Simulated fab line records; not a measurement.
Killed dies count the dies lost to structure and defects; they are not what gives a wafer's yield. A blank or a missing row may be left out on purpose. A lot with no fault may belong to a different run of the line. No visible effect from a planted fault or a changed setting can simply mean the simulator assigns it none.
Matching of chambers	flow n5Finfet	rieDiel-01 running N5_HKMG_FIN_ETCH_54: 4 sister chambers
The step etches SiARC in CF4, target depth 45.5 nm, time 75.8 s. 8 wafers are shown with their chamber, then 7 later ones without.

WAFERS PAIRED WITH THEIR CHAMBERS
wafer	chamber	showerheadPlenumPTorr (Torr)	throttleValvePct (%)
L074.3	1	2.19	15.67
L077.5	3	2.21	15.89
L081.3	3	2.21	15.92
L083.1	2	2.06	15.56
L083.4	0	2.05	15.42
L083.5	1	2.18	15.69
L087.1	2	2.06	15.59
L087.5	0	2.05	15.45

WAFERS MISSING THEIR CHAMBER
wafer	showerheadPlenumPTorr (Torr)	throttleValvePct (%)
L087.6	2.21	15.97
L088.1	2.05	15.45
L088.2	2.06	15.58
L088.5	2.18	15.70
L094.2	2.20	15.97
L094.3	2.04	15.48
L094.5	2.20	15.97

THE CHAMBER EACH PASSED THROUGH
wafer	from the rows above	in truth
L087.6	3	3
L088.1	0	0
L088.2	2	2
L088.5	1	1
L094.2	3	3
L094.3	0	0
L094.5	3	3
Correctly placed: 7 of 7. Can't be placed from these rows: 0. 0 placed wrongly.
How it was worked out, from the rows above alone: a wafer's distance from a chamber is the root of the sum, over the readings, of the square of ((its reading less the chamber's mean) divided by the reading's scatter). If the next closest chamber is less than 2 further off than the closest, the wafer can't be placed; otherwise it belongs to the closest. The mean given for a chamber averages the wafers shown for that chamber. The scatter: take each reading less its chamber's mean, square it, sum over the shown wafers, divide by the number of wafers less the number of chambers, and take the root.
